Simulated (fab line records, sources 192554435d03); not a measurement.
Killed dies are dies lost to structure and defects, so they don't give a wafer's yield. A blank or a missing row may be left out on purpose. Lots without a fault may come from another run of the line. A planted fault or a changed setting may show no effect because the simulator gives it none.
fab line records | flow n5_finfet
record lots=10 wafers=29 last_day=18
route steps=1938 shown BEOL_M11@1599 BEOL_M12@1614 PASSIVATION@1936
lots that met no fault: from a run of the same line without faults
start_h: hours from the record's first day to the start of the lot's first wafer shown | wait_h: hours since the lot's step before | " the same as in the row above | L1.1+2: a row that stands for several wafers | - no value, or no start given | * or withheld: withheld | < > ~ a bound
route shown NAME@n: a module of which the file shows steps, and the number in the route of the first | usual: mean/standard deviation of fault-free wafers | same: alike in all rows | chamber/n: place in a boat | sites: the reading at each site | _std_site: their standard deviation | _edge_site: outer sites' mean less inner sites' | radius_mm: how far each site lies from the wafer's centre | mask NAME#n: copy n | behind: the tool/chamber that last shaped the wafer | hold: why the lot was held/for how many hours/how that ended | device: the transistor (n, p or np) that didn't switch | end of line: the same wafers' tests at the end of the route | a step without rows: its recipe alone | killed: dies lost to structure and defects at the first sort, not the wafer's yield | map: a wafer's dies, x killed, . not, _ none there
set.NAME: the setting as run; set.NAME@STEP: as run at that earlier step | model.NAME: the simulator's own value behind a step, which no gauge read
steps of the route over a sample of lots; a table a step, a row a wafer
services: from which hour (start_h, from the record's first day; less than 0 if before it) a tool's chamber was out of use, for how many hours, and why
## steps
# step N5_BEOL_M11_DEP_56
# recipe material=SiCN target_thk_a=300 temp_c=withheld precursor=3MS/NH3 pressure_torr=3 rf_w=675 time_s=10.5
# usual showerhead_plenum_p_Torr=4.16/0.034 showerhead_vpp_V=1588/81 throttle_valve_pct=17.8/0.53
# columns lot.wafer tool chamber start_h wait_h showerhead_plenum_p_Torr showerhead_vpp_V throttle_valve_pct
L360.1 pecvd-04 1 241.57 0.0 4.13 1484 18.6
L360.3 " 0 " " 4.12 1590 17.4
L360.5 " 0 " " 4.12 1661 17.3
L363.3 pecvd-02 2 251.00 0.0 4.17 1531 17.1
L363.5 " 0 " " 4.15 1704 17.4
L363.6 " 2 " " 4.17 1588 17.2
L365.3 pecvd-03 0 265.47 0.0 4.22 1547 17.4
L365.4 " 2 " " 4.20 1672 17.8
L365.5 " 0 " " 4.21 1516 17.4
L366.2 pecvd-04 1 265.90 0.0 4.12 1481 18.5
L366.3 " 2 " " 4.18 1708 18.7
L366.6 " 1 " " 4.13 1488 18.4
L367.2 pecvd-04 0 275.59 0.0 4.12 1587 17.2
L367.5 " 0 " " 4.11 1581 17.5
L367.6 " 1 " " 4.13 1479 18.5
L369.1 pecvd-03 2 293.09 0.0 4.19 1654 17.9
L369.3 " 0 " " 4.22 1491 17.2
L369.4 " 0 " " 4.22 1536 17.6
L370.2 pecvd-03 2 303.17 0.0 4.20 1651 17.8
L370.4 " 0 " " 4.22 1551 17.7
L378.1 pecvd-02 2 350.29 0.0 4.16 1533 17.3
L378.4 " 0 " " 4.16 1710 17.3
L378.5 " 1 " " 4.12 1491 17.9
L380.3 pecvd-02 0 362.52 0.0 4.17 1666 17.6
L380.4 " 1 " " 4.11 1483 17.7
L380.6 " 2 " " 4.17 1526 17.3
L381.2 pecvd-04 1 383.01 0.0 4.12 1478 18.5
L381.3 " 2 " " 4.19 1680 19.0
L381.5 " 0 " " 4.12 1591 17.6
# step N5_BEOL_M12_INSPECT_12
# recipe mode=adi inspect_instrument=macro
# usual raw_defect_count=2.0/1.4
# columns lot.wafer tool chamber start_h wait_h raw_defect_count
L360.1 defect_inspect-01 - 242.31 0.0 2
L360.3 " - " " 5
L360.5 " - " " 2
L363.3 defect_inspect-02 - 251.63 0.0 2
L363.5 " - " " 4
L363.6 " - " " 2
L365.3 defect_inspect-02 - 266.09 0.0 2
L365.4 " - " " 2
L365.5 " - " " 3
L366.2 defect_inspect-01 - 266.64 0.0 3
L366.3 " - " " 1
L366.6 " - " " 3
L367.2 defect_inspect-01 - 276.20 0.0 3
L367.5 " - " " 1
L367.6 " - " " 2
L369.1 defect_inspect-01 - 293.71 0.0 3
L369.3 " - " " 2
L369.4 " - " " 1
L370.2 defect_inspect-01 - 304.04 0.0 1
L370.4 " - " " 3
L378.1 defect_inspect-01 - 351.04 0.0 1
L378.4 " - " " 2
L378.5 " - " " 4
L380.3 defect_inspect-02 - 363.28 0.0 4
L380.4 " - " " 2
L380.6 " - " " 3
L381.2 defect_inspect-02 - 383.62 0.0 4
L381.3 " - " " 1
L381.5 " - " " 1
# step N5_BEOL_M12_ETCH_59
# recipe chemistry=N2/H2 target=BARC target_depth_a=890 overetch_a=267 time_s=67.9 ion_energy_ev=200 pressure_mtorr=30 source_w=840 bias_w=150 n2_flow_sccm=200 h2_flow_sccm=200
# usual drypump_motor_current_A=5.6/0.56 h2_flow_sccm=200.1/0.59 oes_product_au=0.71/0.064 rf_vpp_V=524.3/2.7 showerhead_plenum_p_Torr=2.55/0.089 throttle_valve_pct=17.65/0.26
# columns lot.wafer tool chamber start_h wait_h drypump_motor_current_A h2_flow_sccm oes_product_au rf_hours_counter_h rf_vpp_V showerhead_plenum_p_Torr throttle_valve_pct
L360.1 rie_diel-05 1 242.43 0.0 4.9 199.8 0.74 43 522.9 2.48 17.21
L360.3 " 3 " " 5.4 199.6 0.80 10 523.6 2.50 17.51
L360.5 " 3 " " 5.4 200.0 0.80 - 523.1 2.50 17.51
L363.3 rie_diel-06 3 251.76 0.0 6.6 199.9 0.59 236 525.6 2.59 18.01
L363.5 " 1 " " 5.1 199.5 0.79 - 521.9 2.49 17.43
L363.6 " 0 " " 5.0 200.3 0.73 - 528.5 2.69 17.52
L365.3 rie_diel-06 0 266.18 0.0 5.0 201.1 0.73 79 528.7 2.69 17.53
L365.4 " 2 " " 6.5 200.5 0.58 252 520.4 2.39 18.39
L365.5 " 2 " " 6.5 199.9 0.58 - 519.3 2.39 18.39
L366.2 rie_diel-06 1 266.71 0.0 5.1 201.3 0.78 10 523.3 2.49 17.42
L366.3 " 0 " " 5.0 199.2 0.73 80 528.3 2.69 17.54
L366.6 " 0 " " 5.0 200.8 0.72 - 528.7 2.69 17.54
L367.2 rie_diel-06 1 276.27 0.0 5.1 200.3 0.77 13 521.1 2.49 17.44
L367.5 " 3 " " 6.7 200.1 0.59 - 523.9 2.59 18.02
L367.6 " 0 " " 5.0 199.5 0.72 - 527.6 2.69 17.53
L369.1 rie_diel-06 1 293.78 0.0 5.1 200.5 0.75 20 522.3 2.49 17.46
L369.3 " 3 " " 6.7 200.5 0.59 252 526.0 2.59 18.06
L369.4 " 3 " " 6.6 200.1 0.59 - 524.1 2.59 18.05
L370.2 rie_diel-02 0 304.11 0.0 5.7 200.0 0.66 118 521.3 2.45 17.48
L370.4 " 3 " " 5.8 200.7 0.65 159 525.2 2.54 17.81
L378.1 rie_diel-02 0 351.10 0.0 5.7 200.2 0.66 134 520.1 2.44 17.51
L378.4 " 3 " " 5.8 200.1 0.64 175 524.9 2.54 17.84
L378.5 " 2 " " 5.4 199.0 0.70 - 528.0 2.66 17.41
L380.3 rie_diel-06 2 363.53 0.0 6.4 199.1 0.77 25 528.3 2.70 18.06
L380.4 " 1 " " 5.1 199.0 0.71 47 523.7 2.48 17.50
L380.6 " 0 " " 5.0 199.9 0.69 - 528.9 2.67 17.59
L381.2 rie_diel-06 2 383.69 0.0 6.4 199.2 0.75 32 527.2 2.69 18.07
L381.3 " 1 " " 5.1 200.5 0.71 54 521.4 2.47 17.53
L381.5 " 2 " " 6.4 200.1 0.76 - 527.4 2.69 18.07
# step N5_BEOL_M12_VIA_ETCH_16
# recipe chemistry=C4F8/O2/Ar target=SiOC pressure_mtorr=30 source_w=3000 bias_w=700 Ar_flow_sccm=400 C4F8_flow_sccm=15 O2_flow_sccm=8 he_inner_torr=15 he_outer_torr=30 target_depth_a=7248 time_s=withheld ion_energy_ev=250 ends=cleared
# usual O2_flow_sccm=8.000/0.023 drypump_motor_current_A=5.6/0.56 he_outer_torr=30.00/0.055 oes_product_au=0.75/0.071 rf_vpp_V=666/3.2 showerhead_plenum_p_Torr=3.43/0.11 throttle_valve_pct=24.0/0.31
# columns lot.wafer tool chamber start_h wait_h O2_flow_sccm drypump_motor_current_A he_outer_torr oes_product_au rf_vpp_V showerhead_plenum_p_Torr throttle_valve_pct
L360.1 rie_diel-05 1 242.48 0.0 8.019 4.9 30.05 0.77 663 3.33 23.5
L360.3 " 3 " " 8.002 5.4 30.00 0.84 663 3.38 23.9
L360.5 " 3 " " 7.979 5.4 29.99 0.84 664 3.38 23.9
L363.3 rie_diel-06 3 251.81 0.0 7.989 6.6 30.01 0.62 668 3.48 24.3
L363.5 " 1 " " 8.024 5.1 30.05 0.86 662 3.35 23.8
L363.6 " 0 " " 8.019 5.0 30.06 0.78 671 3.59 23.9
L365.3 rie_diel-06 0 266.24 0.0 7.968 5.0 29.99 0.76 670 3.59 23.9
L365.4 " 2 " " 7.992 6.5 29.98 0.61 660 3.26 24.9
L365.5 " 2 " " 7.985 6.5 30.04 0.61 659 3.25 24.9
L366.2 rie_diel-06 1 266.76 0.0 7.967 5.1 29.97 0.83 664 3.35 23.8
L366.3 " 0 " " 7.994 5.0 30.03 0.78 670 3.59 23.9
L366.6 " 0 " " 8.006 5.0 30.04 0.77 670 3.59 23.9
L367.2 rie_diel-06 1 276.32 0.0 7.960 5.1 29.99 0.82 664 3.35 23.8
L367.5 " 3 " " 7.986 6.6 30.03 0.62 667 3.48 24.3
L367.6 " 0 " " 7.982 5.0 30.03 0.77 670 3.59 23.9
L369.1 rie_diel-06 1 293.83 0.0 7.987 5.1 29.94 0.80 665 3.34 23.8
L369.3 " 3 " " 7.995 6.6 29.97 0.61 668 3.47 24.3
L369.4 " 3 " " 7.973 6.6 30.03 0.61 668 3.47 24.3
L370.2 rie_diel-02 0 304.16 0.0 8.030 5.7 29.96 0.70 662 3.32 23.9
L370.4 " 3 " " 8.007 5.8 29.89 0.69 666 3.41 24.0
L378.1 rie_diel-02 0 351.16 0.0 8.009 5.7 30.08 0.69 662 3.31 23.9
L378.4 " 3 " " 8.028 5.8 30.02 0.67 664 3.40 24.0
L378.5 " 2 " " 7.971 5.4 30.02 0.72 671 3.54 23.6
L380.3 rie_diel-06 2 363.58 0.0 7.987 6.5 29.99 0.82 671 3.64 24.7
L380.4 " 1 " " 8.007 5.1 29.92 0.76 663 3.33 23.9
L380.6 " 0 " " 7.982 5.0 29.92 0.72 671 3.57 23.9
L381.2 rie_diel-06 2 383.74 0.0 8.016 6.4 30.08 0.81 670 3.64 24.7
L381.3 " 1 " " 8.042 5.1 29.97 0.75 663 3.33 23.9
L381.5 " 2 " " 8.023 6.5 29.95 0.81 672 3.64 24.7
# step N5_BEOL_M12_INSPECT_30
# recipe mode=adi inspect_instrument=macro
# usual raw_defect_count=2.0/1.5
# columns lot.wafer tool chamber start_h wait_h raw_defect_count
L360.1 defect_inspect-01 - 243.39 0.0 1
L360.3 " - " " 1
L360.5 " - " " 3
L363.3 defect_inspect-01 - 252.73 0.0 3
L363.5 " - " " 0
L363.6 " - " " 4
L365.3 defect_inspect-01 - 267.15 0.0 2
L365.4 " - " " 1
L365.5 " - " " 2
L366.2 defect_inspect-01 - 267.55 0.0 2
L366.3 " - " " 1
L366.6 " - " " 0
L367.2 defect_inspect-01 - 277.11 0.0 1
L367.5 " - " " >300
L367.6 " - " " 1
L369.1 defect_inspect-02 - 294.74 0.0 0
L369.3 " - " " >300
L369.4 " - " " >300
L370.2 defect_inspect-01 - 304.95 0.0 3
L370.4 " - " " 0
L378.1 defect_inspect-01 - 352.07 0.0 2
L378.4 " - " " 5
L378.5 " - " " 2
L380.3 defect_inspect-01 - 364.50 0.0 2
L380.4 " - " " 0
L380.6 " - " " 1
L381.2 defect_inspect-02 - 384.66 0.0 4
L381.3 " - " " 2
L381.5 " - " " 1
# step N5_PASSIVATION_PROBE_49
# usual defect_limited_yield=91.2/1.6 killed_at_M0_to_M3=34/11 killed_at_M4_up=14/5.7 killed_at_contacts=14/6.6 killed_at_front_end=37/10 killed_at_other=4/3.2 killed_dies=104/19 killed_open=69/13 killed_short=33/8.7 sort_bin_5_function=5.1/1 sort_bin_6_memory=3.3/0.76 sort_n_pass=1076/19 sort_yield_pct=91.2/1.6
# same gross_dies=1180 killed_at_back_side=0 sort_bin_4_leakage[%]=0 sort_bin_8_speed[%]=0
# columns lot.wafer tool chamber start_h wait_h defect_limited_yield[%] killed_at_M0_to_M3 killed_at_M4_up killed_at_contacts killed_at_front_end killed_at_other killed_dies killed_open killed_short sort_bin_5_function[%] sort_bin_6_memory[%] sort_n_pass sort_yield_pct[%]
L367.2 prober-02 - 313.53 0.1 91.6 44 16 10 28 1 99 75 24 4.4 3.9 1081 91.6
L367.5 prober-02 - 313.68 0.2 80.8 34 159 13 20 1 227 52 29 11.4 3.8 953 80.8
L367.6 prober-02 - 313.73 0.3 91.4 26 17 11 46 2 102 77 25 4.6 4.0 1078 91.4
L369.1 prober-01 - 331.48 0.0 94.0 27 9 13 17 5 71 48 21 3.1 2.7 1109 94.0
L369.3 prober-01 - 331.58 0.1 79.7 34 161 13 28 3 239 73 24 12.1 5.2 941 79.7
L369.4 prober-01 - 331.63 0.2 79.6 33 164 18 20 6 241 65 28 13.2 4.2 939 79.6
L380.4 prober-02 - 404.34 0.5 89.5 41 21 15 43 4 124 75 48 6.1 4.2 1056 89.5
L380.6 prober-02 - 404.44 0.6 89.2 44 11 24 43 6 128 77 51 6.2 4.2 1052 89.2
# killed by level:class
L367.2 BEOL_M2:geometric_particle:open=11 MOL_CONTACT_COAG:geometric_particle:open=9 BEOL_M3:geometric_particle:open=8 FIN_SAQP:geometric_particle:open=7 BEOL_M0_SAQP:geometric_particle:short=7 BEOL_M0_SAQP:geometric_particle:open=7 BEOL_M1:geometric_particle:open=6 GATE_CUT:geometric_particle:short=5
L367.5 BEOL_M12:unspecified=146 MOL_CONTACT_COAG:geometric_particle:open=9 BEOL_M2:geometric_particle:open=9 BEOL_M3:geometric_particle:open=8 STI_FIN_REVEAL:geometric_particle:open=5 GATE_CUT:geometric_particle:short=5 BEOL_M0_SAQP:geometric_particle:open=5 MOL_CONTACT_COAG:geometric_particle:short=4
L367.6 STI_FIN_REVEAL:geometric_particle:open=14 FIN_SAQP:geometric_particle:open=10 BEOL_M4:geometric_particle:open=10 MOL_CONTACT_COAG:geometric_particle:open=9 BEOL_M0_SAQP:geometric_particle:open=6 BEOL_M0_SAQP:geometric_particle:short=6 BEOL_M3:geometric_particle:open=5 DUMMY_GATE:geometric_particle:open=5
L369.1 MOL_CONTACT_COAG:geometric_particle:open=10 BEOL_M1:geometric_particle:open=7 GATE_CUT:geometric_particle:short=6 BEOL_M0:geometric_particle:open=4 BEOL_M2:geometric_particle:open=4 BEOL_M3:geometric_particle:open=4 STI_FIN_REVEAL:geometric_particle:open=3 DUMMY_GATE:geometric_particle:open=2
L369.3 BEOL_M12:unspecified=139 MOL_CONTACT_COAG:geometric_particle:open=11 BEOL_M4:geometric_particle:open=11 DUMMY_GATE:geometric_particle:open=7 BEOL_M0_SAQP:geometric_particle:open=7 BEOL_M0_SAQP:geometric_particle:short=7 STI_FIN_REVEAL:geometric_particle:open=5 BEOL_M2:geometric_particle:open=5
L369.4 BEOL_M12:unspecified=146 MOL_CONTACT_COAG:geometric_particle:open=11 BEOL_M1:geometric_particle:open=9 BEOL_M0_SAQP:geometric_particle:short=7 BEOL_M4:geometric_particle:open=7 MOL_CONTACT_COAG:geometric_particle:short=6 FIN_SAQP:geometric_particle:open=5 BEOL_M0_SAQP:geometric_particle:open=5
L380.4 MOL_CONTACT_COAG:geometric_particle:open=13 FIN_SAQP:geometric_particle:short=11 BEOL_M3:geometric_particle:open=11 BEOL_M2:geometric_particle:open=10 FIN_SAQP:geometric_particle:open=6 STI_FIN_REVEAL:geometric_particle:open=6 GATE_CUT:geometric_particle:short=6 BEOL_M0_SAQP:geometric_particle:open=6
L380.6 MOL_CONTACT_COAG:geometric_particle:open=20 FIN_SAQP:geometric_particle:short=16 STI_FIN_REVEAL:geometric_particle:open=10 BEOL_M1:geometric_particle:open=8 BEOL_M0_SAQP:geometric_particle:short=7 BEOL_M0:geometric_particle:open=7 FIN_SAQP:geometric_particle:open=6 DUMMY_GATE:geometric_particle:open=5
## services
# columns tool chamber start_h hours kind
rie_diel-06 1 223.23 - clean
rie_diel-06 1 223.23 - consumable_replace:focus_ring
rie_diel-06 1 223.23 18.1 scheduled_down
rie_diel-06 1 223.23 18.1 vent_cycle
pecvd-03 - 238.67 4.3 pm
rie_diel-05 - 250.18 0.4 repair
pecvd-04 - 254.23 6.0 pm
rie_diel-06 2 280.14 - clean
rie_diel-06 2 280.14 - consumable_replace:focus_ring
rie_diel-06 2 280.14 - consumable_replace:showerhead
rie_diel-06 2 280.14 20.4 scheduled_down
rie_diel-06 2 280.14 20.4 vent_cycle
pecvd-02 - 290.07 1.3 repair
rie_diel-06 3 300.71 - clean
rie_diel-06 3 300.71 - consumable_replace:focus_ring
rie_diel-06 3 300.71 15.2 scheduled_down
rie_diel-06 3 300.71 15.2 vent_cycle
pecvd-04 - 315.53 0.6 repair
rie_diel-05 2 325.98 13.5 repair
rie_diel-05 - 330.64 3.9 repair
rie_diel-05 3 336.29 3.1 repair
rie_diel-02 1 370.04 5.3 repair
pecvd-04 1 383.62 - clean
pecvd-04 1 383.62 - consumable_replace:showerhead
## key
first_sign step=N5_BEOL_M12_INSPECT_30 reading=raw_defect_count direction=up sigmas=99+ usual=2.0 struck=>300
effect step=N5_PASSIVATION_PROBE_49 reading=killed_at_M4_up direction=up sigmas=26 usual=14 struck=161
more_kills_born_at N5_BEOL_M12_ETCH_59@rie_diel-06=431
met_at N5_BEOL_M12_ETCH_59
struck_lots L367,L369
struck_wafers L367.5,L369.3,L369.4
not_acting_at N5_BEOL_M11_DEP_56,N5_BEOL_M12_INSPECT_12,N5_BEOL_M12_VIA_ETCH_16
onset_between 251.76 276.27
fault kind=chamber_particle_source tool=rie_diel-06 chamber=3 onset_h=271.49 steps=N5_BEOL_M12_ETCH_59 rate_per_visit_cm2=1.4994 end_h=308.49
